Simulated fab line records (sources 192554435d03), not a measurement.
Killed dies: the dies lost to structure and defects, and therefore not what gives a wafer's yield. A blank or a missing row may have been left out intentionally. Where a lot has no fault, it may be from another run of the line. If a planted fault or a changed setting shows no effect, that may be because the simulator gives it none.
The tool behind it: which one?	flow n5Finfet	72 wafers from 24 lots sampled at 6 of the route's 1938 steps

WHAT THE GAUGES READ, wafer by wafer
The record holds no reading of a measuring or inspecting step that can be judged against a usual standard deviation.

WHICH TOOL RAN EACH LOT (tool, then ch and the chambers of the sampled wafers, then the start)
lot	N5_BEOL_M4_ANNEAL_49	N5_BEOL_M4_ANNEAL_80	N5_BEOL_M4_ANNEAL_82	N5_BEOL_M4_SPUTTER_86	N5_BEOL_M4_SPUTTER_92	N5_BEOL_M5_ETCH_75
L075	pvdSputter-02, day 7 17:36	pvdSputter-02, day 7 17:49	pvdSputter-02, day 7 18:02	pvdSputter-02, day 7 18:11	pvdSputter-02, day 7 18:50	rieDiel-01 ch 1,2, day 8 00:43
L074	pvdSputter-02, day 7 20:25	pvdSputter-02, day 7 20:38	pvdSputter-02, day 7 20:51	pvdSputter-02, day 7 20:59	pvdSputter-02, day 7 21:39	rieDiel-06 ch 0,3, day 8 05:17
L076	pvdSputter-02, day 7 23:25	pvdSputter-02, day 7 23:38	pvdSputter-02, day 7 23:51	pvdSputter-02, day 7 23:59	pvdSputter-02, day 8 00:39	rieDiel-06 ch 0,2,3, day 8 07:20
L077	pvdSputter-01, day 8 14:42	pvdSputter-01, day 8 14:55	pvdSputter-01, day 8 15:08	pvdSputter-01, day 8 15:17	pvdSputter-01, day 8 15:56	rieDiel-01 ch 1,2,3, day 8 21:45
L078	pvdSputter-03, day 8 15:07	pvdSputter-03, day 8 15:20	pvdSputter-03, day 8 15:33	pvdSputter-03, day 8 15:41	pvdSputter-03, day 8 16:21	rieDiel-03 ch 1,3, day 8 23:12
L079	pvdSputter-01, day 8 21:38	pvdSputter-01, day 8 21:52	pvdSputter-01, day 8 22:05	pvdSputter-01, day 8 22:13	pvdSputter-01, day 8 22:53	rieDiel-03 ch 2,3, day 9 08:36
L080	pvdSputter-02, day 9 07:38	pvdSputter-02, day 9 07:52	pvdSputter-02, day 9 08:05	pvdSputter-02, day 9 08:13	pvdSputter-02, day 9 08:53	rieDiel-06 ch 0,1,2, day 9 15:26
L081	pvdSputter-01, day 9 15:55	pvdSputter-01, day 9 16:08	pvdSputter-01, day 9 16:22	pvdSputter-01, day 9 16:30	pvdSputter-01, day 9 17:10	rieDiel-01 ch 0,3, day 10 00:27
L082	pvdSputter-01, day 9 17:46	pvdSputter-01, day 9 17:59	pvdSputter-01, day 9 18:12	pvdSputter-01, day 9 18:20	pvdSputter-01, day 9 19:00	rieDiel-03 ch 0,2,3, day 10 00:38
L084	pvdSputter-01, day 9 22:22	pvdSputter-01, day 9 22:35	pvdSputter-01, day 9 22:48	pvdSputter-01, day 9 22:56	pvdSputter-01, day 9 23:36	rieDiel-03 ch 0,1, day 10 06:07
L083	pvdSputter-01, day 10 00:12	pvdSputter-01, day 10 00:25	pvdSputter-01, day 10 00:38	pvdSputter-01, day 10 00:47	pvdSputter-01, day 10 01:26	rieDiel-01 ch 0,2,3, day 10 10:56
L085	pvdSputter-01, day 10 08:40	pvdSputter-01, day 10 08:53	pvdSputter-01, day 10 09:07	pvdSputter-01, day 10 09:15	pvdSputter-01, day 10 09:55	rieDiel-03 ch 0,1,3, day 10 17:40
L087	pvdSputter-03, day 11 06:49	pvdSputter-03, day 11 07:02	pvdSputter-03, day 11 07:16	pvdSputter-03, day 11 07:24	pvdSputter-03, day 11 08:04	rieDiel-06 ch 0,1,3, day 11 13:02
L086	pvdSputter-02, day 11 08:55	pvdSputter-02, day 11 09:08	pvdSputter-02, day 11 09:22	pvdSputter-02, day 11 09:30	pvdSputter-02, day 11 10:10	rieDiel-03 ch 1,2,3, day 11 20:31
L088	pvdSputter-01, day 11 11:48	pvdSputter-01, day 11 12:03	pvdSputter-01, day 11 12:18	pvdSputter-01, day 11 12:27	pvdSputter-01, day 11 13:12	rieDiel-01 ch 0,1,3, day 11 20:57
L089	pvdSputter-02, day 12 07:50	pvdSputter-02, day 12 08:03	pvdSputter-02, day 12 08:16	pvdSputter-02, day 12 08:25	pvdSputter-02, day 12 09:04	rieDiel-03 ch 1,2,3, day 12 16:11
L093	pvdSputter-01, day 12 09:20	pvdSputter-01, day 12 09:35	pvdSputter-01, day 12 09:49	pvdSputter-01, day 12 09:59	pvdSputter-01, day 12 10:43	rieDiel-01 ch 0,1,2, day 12 17:14
L090	pvdSputter-02, day 12 09:40	pvdSputter-02, day 12 09:53	pvdSputter-02, day 12 10:07	pvdSputter-02, day 12 10:15	pvdSputter-02, day 12 10:55	rieDiel-03 ch 0,1,2, day 12 16:47
L091	pvdSputter-02, day 12 12:50	pvdSputter-02, day 12 13:03	pvdSputter-02, day 12 13:16	pvdSputter-02, day 12 13:25	pvdSputter-02, day 12 14:04	rieDiel-03 ch 0,1,2, day 13 02:44
L092	pvdSputter-03, day 12 14:14	pvdSputter-03, day 12 14:27	pvdSputter-03, day 12 14:40	pvdSputter-03, day 12 14:49	pvdSputter-03, day 12 15:28	rieDiel-01 ch 0,1,2, day 13 06:25
L095	pvdSputter-02, day 13 11:48	pvdSputter-02, day 13 12:01	pvdSputter-02, day 13 12:14	pvdSputter-02, day 13 12:23	pvdSputter-02, day 13 13:02	rieDiel-01 ch 0,2, day 13 18:10
L094	pvdSputter-01, day 13 16:46	pvdSputter-01, day 13 16:59	pvdSputter-01, day 13 17:12	pvdSputter-01, day 13 17:20	pvdSputter-01, day 13 18:00	rieDiel-03 ch 0,1,2, day 14 00:53
L097	pvdSputter-02, day 13 22:13	pvdSputter-02, day 13 22:26	pvdSputter-02, day 13 22:40	pvdSputter-02, day 13 22:48	pvdSputter-02, day 13 23:28	rieDiel-03 ch 0,2, day 14 07:40
L096	pvdSputter-02, day 14 05:47	pvdSputter-02, day 14 06:01	pvdSputter-02, day 14 06:14	pvdSputter-02, day 14 06:22	pvdSputter-02, day 14 07:02	rieDiel-01 ch 0,1,2, day 14 13:32
- N5_BEOL_M4_ANNEAL_49: time 240 s.
- N5_BEOL_M4_ANNEAL_80: time 240 s.
- N5_BEOL_M4_ANNEAL_82: time 240 s.
- N5_BEOL_M4_SPUTTER_86: material Cu, target thk 4.5 nm, time 8.29 s.
- N5_BEOL_M4_SPUTTER_92: material Cu, target thk 4.5 nm, time 8.29 s.
- N5_BEOL_M5_ETCH_75: etches underlayer in N2/H2, target depth 6.5 nm, time 5.2 s.

AS READ BY THE TOOLS THEMSELVES (means over the sampled wafers that have a number; for cases with no such wafer, the mark the record gives instead)
N5_BEOL_M4_ANNEAL_49. Usual: heaterPowerW 822 W, standard deviation 88; susceptor_temp_C_max 400.9, standard deviation 0.31.
lot	tool	heaterPowerW (W)	susceptor_temp_C_max	flag
L075	pvdSputter-02	861	401.0	
L074	pvdSputter-02	804	400.8	
L076	pvdSputter-02	803	401.2	
L077	pvdSputter-01	753	400.9	
L078	pvdSputter-03	814	401.4	
L079	pvdSputter-01	698	400.9	
L080	pvdSputter-02	796	400.8	
L081	pvdSputter-01	747	400.6	
L082	pvdSputter-01	757	400.8	
L084	pvdSputter-01	818	400.9	
L083	pvdSputter-01	801	401.0	
L085	pvdSputter-01	805	400.9	
L087	pvdSputter-03	766	401.1	
L086	pvdSputter-02	869	400.9	
L088	pvdSputter-01	814	401.1	
L089	pvdSputter-02	923	400.8	
L093	pvdSputter-01	816	400.9	
L090	pvdSputter-02	872	401.2	
L091	pvdSputter-02	868	400.8	
L092	pvdSputter-03	861	401.1	
L095	pvdSputter-02	843	400.8	
L094	pvdSputter-01	744	400.9	
L097	pvdSputter-02	795	400.6	
L096	pvdSputter-02	814	401.2	

N5_BEOL_M4_ANNEAL_80. Usual: heaterPowerW 821 W, standard deviation 87; susceptor_temp_C_max 400.92, standard deviation 0.28.
lot	tool	heaterPowerW (W)	susceptor_temp_C_max	flag
L075	pvdSputter-02	861	400.97	
L074	pvdSputter-02	799	400.88	
L076	pvdSputter-02	807	401.05	
L077	pvdSputter-01	752	400.93	
L078	pvdSputter-03	810	401.22	
L079	pvdSputter-01	696	400.72	
L080	pvdSputter-02	793	401.13	
L081	pvdSputter-01	761	401.02	
L082	pvdSputter-01	758	401.04	
L084	pvdSputter-01	814	400.88	
L083	pvdSputter-01	811	400.93	
L085	pvdSputter-01	801	400.50	
L087	pvdSputter-03	756	400.94	
L086	pvdSputter-02	856	400.95	
L088	pvdSputter-01	799	400.87	
L089	pvdSputter-02	917	400.79	
L093	pvdSputter-01	804	400.83	
L090	pvdSputter-02	857	401.01	
L091	pvdSputter-02	858	400.78	
L092	pvdSputter-03	863	400.95	
L095	pvdSputter-02	862	400.98	
L094	pvdSputter-01	763	400.82	
L097	pvdSputter-02	795	401.07	
L096	pvdSputter-02	800	400.98	

N5_BEOL_M4_ANNEAL_82. Usual: heaterPowerW 821 W, standard deviation 89; susceptor_temp_C_max 400.9, standard deviation 0.35.
lot	tool	heaterPowerW (W)	susceptor_temp_C_max	flag
L075	pvdSputter-02	850	401.2	
L074	pvdSputter-02	797	400.9	
L076	pvdSputter-02	797	401.0	
L077	pvdSputter-01	752	401.0	
L078	pvdSputter-03	794	401.2	
L079	pvdSputter-01	693	400.8	
L080	pvdSputter-02	806	400.5	
L081	pvdSputter-01	742	400.7	
L082	pvdSputter-01	739	400.8	
L084	pvdSputter-01	807	401.1	
L083	pvdSputter-01	815	400.7	
L085	pvdSputter-01	808	400.6	
L087	pvdSputter-03	762	401.3	
L086	pvdSputter-02	866	401.3	
L088	pvdSputter-01	808	400.8	
L089	pvdSputter-02	917	400.8	
L093	pvdSputter-01	808	400.7	
L090	pvdSputter-02	857	401.1	
L091	pvdSputter-02	865	401.0	
L092	pvdSputter-03	864	401.4	
L095	pvdSputter-02	867	400.8	
L094	pvdSputter-01	748	401.2	
L097	pvdSputter-02	802	400.8	
L096	pvdSputter-02	812	401.1	

N5_BEOL_M4_SPUTTER_86. Usual: throttleValvePct 30.3 %, standard deviation 0.67.
lot	tool	throttleValvePct (%)	flag
L075	pvdSputter-02	30.1	
L074	pvdSputter-02	30.4	
L076	pvdSputter-02	30.0	
L077	pvdSputter-01	31.1	
L078	pvdSputter-03	29.8	
L079	pvdSputter-01	31.0	
L080	pvdSputter-02	30.7	
L081	pvdSputter-01	30.7	
L082	pvdSputter-01	30.5	
L084	pvdSputter-01	30.3	
L083	pvdSputter-01	30.3	
L085	pvdSputter-01	29.9	
L087	pvdSputter-03	30.4	
L086	pvdSputter-02	30.0	
L088	pvdSputter-01	30.4	
L089	pvdSputter-02	30.0	
L093	pvdSputter-01	30.8	
L090	pvdSputter-02	30.1	
L091	pvdSputter-02	30.4	
L092	pvdSputter-03	29.3	
L095	pvdSputter-02	30.4	
L094	pvdSputter-01	30.4	
L097	pvdSputter-02	30.8	
L096	pvdSputter-02	30.3	

N5_BEOL_M4_SPUTTER_92. Usual: throttleValvePct 30.3 %, standard deviation 0.65.
lot	tool	throttleValvePct (%)	flag
L075	pvdSputter-02	30.1	
L074	pvdSputter-02	30.3	
L076	pvdSputter-02	30.0	
L077	pvdSputter-01	30.9	
L078	pvdSputter-03	29.9	
L079	pvdSputter-01	30.8	
L080	pvdSputter-02	30.8	
L081	pvdSputter-01	30.7	
L082	pvdSputter-01	30.3	
L084	pvdSputter-01	30.3	
L083	pvdSputter-01	30.3	
L085	pvdSputter-01	29.8	
L087	pvdSputter-03	30.4	
L086	pvdSputter-02	30.4	
L088	pvdSputter-01	30.4	
L089	pvdSputter-02	29.8	
L093	pvdSputter-01	30.8	
L090	pvdSputter-02	30.2	
L091	pvdSputter-02	30.4	
L092	pvdSputter-03	29.4	
L095	pvdSputter-02	30.4	
L094	pvdSputter-01	30.3	
L097	pvdSputter-02	30.6	
L096	pvdSputter-02	30.5	

N5_BEOL_M5_ETCH_75. Usual: drypumpMotorCurrentA 5.8 A, standard deviation 0.58; etchRfOnTimeS 5.19 s, standard deviation 0.14; oesProductAu 0.67 a.u., standard deviation 0.077; rfVppV 524.1 V, standard deviation 2.2; showerheadPlenumPTorr 2.55 Torr, standard deviation 0.07; throttleValvePct 17.86 %, standard deviation 0.21.
lot	tool	drypumpMotorCurrentA (A)	etchRfOnTimeS (s)	oesProductAu (a.u.)	rfVppV (V)	showerheadPlenumPTorr (Torr)	throttleValvePct (%)	flag
L075	rieDiel-01	5.2	5.17	0.64	526.1	2.61	17.80	
L074	rieDiel-06	6.1	5.25	0.66	523.3	2.49	17.87	
L076	rieDiel-06	5.7	5.21	0.69	524.1	2.52	17.69	
L077	rieDiel-01	5.6	5.23	0.64	524.4	2.54	17.92	
L078	rieDiel-03	5.5	5.23	0.65	525.7	2.62	17.94	
L079	rieDiel-03	5.8	5.18	0.59	524.7	2.58	18.04	
L080	rieDiel-06	5.4	5.23	0.67	522.0	2.47	17.72	
L081	rieDiel-01	5.4	5.15	0.64	522.7	2.50	18.12	
L082	rieDiel-03	6.2	5.21	0.67	524.5	2.58	17.88	
L084	rieDiel-03	6.0	5.29	0.78	525.0	2.60	17.64	
L083	rieDiel-01	5.7	5.11	0.65	521.7	2.51	18.03	
L085	rieDiel-03	5.9	5.24	0.70	525.8	2.61	17.81	
L087	rieDiel-06	5.7	5.26	0.64	523.8	2.52	17.84	
L086	rieDiel-03	5.9	5.14	0.71	524.6	2.57	17.80	
L088	rieDiel-01	5.3	5.21	0.62	523.2	2.53	18.06	
L089	rieDiel-03	5.9	5.24	0.69	524.0	2.56	17.80	
L093	rieDiel-01	5.3	5.11	0.64	524.7	2.56	17.97	
L090	rieDiel-03	6.3	5.19	0.76	523.7	2.56	17.65	
L091	rieDiel-03	6.3	5.21	0.76	524.7	2.56	17.65	
L092	rieDiel-01	5.4	5.10	0.63	524.3	2.56	17.99	
L095	rieDiel-01	5.5	5.03	0.64	523.0	2.53	18.07	
L094	rieDiel-03	6.3	5.18	0.75	524.0	2.55	17.64	
L097	rieDiel-03	6.6	5.05	0.77	524.2	2.52	17.63	
L096	rieDiel-01	5.4	5.02	0.63	524.0	2.56	18.00	

THE ANSWER, worked out from the rows above alone
Rule: a lot is off if the mean of its wafers that have a number lies more than 3 standard deviations from the usual mean. Also off: a lot with no number at a reading for which 4 or more lots have one. All remaining lots with rows at the step are treated as sound. First the gauges in route order, then the tools' own readings, where a lot's mean is used as printed above. The first step at which some lot is off is used, and at that step the reading that is off furthest; a lot without a number counts as furthest.
None of the lots is off at any reading shown; this tells nothing.

WHAT THE SIMULATOR PUT IN
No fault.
